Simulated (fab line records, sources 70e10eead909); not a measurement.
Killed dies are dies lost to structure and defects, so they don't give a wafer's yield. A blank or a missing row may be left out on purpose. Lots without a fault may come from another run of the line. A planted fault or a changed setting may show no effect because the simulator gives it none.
A struck lot beside a sound one | flow nand_harc | 15 steps out of a route of 1302
Sound: wafers L454.1, L454.3, L454.4. Struck: wafers L468.4, L468.5. (L468.6 of the same lot was not struck and is left out.) The cause comes at the end.
At each step with rows: each side's tool, then ch and its chambers, then its first start. Under that, the readings that differ: sound wafers | struck wafers | difference of the means | sigmas: that difference in standard deviations of wafers without a fault.
alike: readings whose means differ by less than 2 such deviations, and words and numbers that are the same on both sides. not compared: withheld readings, readings that some wafer has no value for, bounds like >300 that may hide the same value, and numbers for which the record gives no deviation and whose values overlap.
The two part at a step that has a row with sigmas, a row that says differs or no value, or rows on one side only. Numbers that don't overlap but have no deviation are shown without sigmas and don't part them. A reading that every wafer of one side lacks parts them only if that side has two wafers or more.

first, 7 steps without rows for these wafers: NHARC_P_M0_COAT_33 (time 65 s); NHARC_P_M0_COAT_03 (resist thk 90 nm); NHARC_P_M0_SOFTBAKE_04 (time 55 s); NHARC_P_M0_EBR_05; NHARC_P_M0_EXPOSE_06 (exposes mask P M0, target cd 90 nm); NHARC_P_M0_PEB_07 (peb time 65 s); NHARC_P_M0_DEVELOP_08 (develop time 35 s).
NHARC_P_M0_CD_MEAS_09: target cd 90 nm.
  sound on cd_sem-01 ch 0, day 8 02:11; struck on cd_sem-01 ch 0, day 13 17:58
  alike: cd_nm
NHARC_P_M0_OVL_MEAS_10: pitch 180 nm.
  sound on overlay-02, day 8 02:17; struck on overlay-02, day 13 18:02
  alike: overlay_x_nm, overlay_y_nm
NHARC_P_M0_INSPECT_11:
  sound on defect_inspect-02, day 8 02:19; struck on defect_inspect-02, day 13 18:05
  alike: raw_defect_count
NHARC_P_M0_DESCUM_14: chemistry O2, time 3 s.
  sound on rie_diel-06 ch 0,1,2, day 8 02:22; struck on rie_diel-05 ch 2, day 13 18:08
  alike: drypump_motor_current_A, o2_flow_sccm, oes_product_au, rf_vpp_V, showerhead_plenum_p_Torr, throttle_valve_pct
  not compared: rf_hours_counter_h
NHARC_P_M0_ETCH_34: etches the open film in N2/H2, target depth 40 nm, overetch 12 nm, time 43.94 s.
  sound on rie_diel-06 ch 0,1,2, day 8 02:28; struck on rie_diel-05 ch 1,2, day 13 18:14
  alike: drypump_motor_current_A, oes_product_au, rf_vpp_V, run_length_s, showerhead_plenum_p_Torr, throttle_valve_pct
  not compared: rf_hours_counter_h
NHARC_P_M0_ETCH_15: etches the open film in C4F8/Ar, target depth 150 nm, overetch 15 nm, time 82.5 s.
  sound on rie_diel-06 ch 0,2,3, day 8 02:33; struck on rie_diel-05 ch 1,3, day 13 18:19
  reading          | sound             | struck    | difference | sigmas
  run_length_s (s) | 103.5 103.7 104.2 | 92.9 92.3 | -11.2      | -27
  alike: oes_product_au, rf_vpp_V
  not compared: rf_hours_counter_h
NHARC_P_M0_CD_MEAS_16:
  sound on cd_sem-02, day 8 02:40; struck on cd_sem-02, day 13 18:26
  reading    | sound          | struck    | difference | sigmas
  cd_nm (nm) | 89.8 90.1 89.1 | 91.5 91.0 | +1.6       | +2
-- the record jumps here: 18 days lie between the struck wafers' starts before and after (it left off in module P_M0 and takes up again in module END, whose first step shown is number 1302 of the route) --
NHARC_END_SORT_01:
  sound on prober-02 ch 0, day 26 08:57; struck on prober-02 ch 0, day 32 03:39
  reading                  | sound          | struck                                            | difference                   | sigmas
  hold                     | - - -          | await_dispo/0.6h/release await_dispo/0.6h/release | no value on the sound wafers |
  defect_limited_yield (%) | 81.5 87.9 85.8 | 0 0.1                                             | -85                          | -29
  killed_at_array          | 120 77 92      | 55 57                                             | -40                          | -2
  killed_at_periphery      | 3 1 3          | 622 619                                           | +618                         | +99 or more
  killed_dies              | 125 82 96      | 677 676                                           | +576                         | +30
  alike: killed_at_other, killed_open, killed_short

WHERE THEY PART
First at NHARC_P_M0_ETCH_15; last, within this record, at NHARC_END_SORT_01.

WHY: what the simulator had put in
Process parameter drift: rie_diel-05, from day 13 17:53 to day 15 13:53, at NHARC_P_M0_ETCH_15. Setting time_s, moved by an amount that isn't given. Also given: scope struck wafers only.
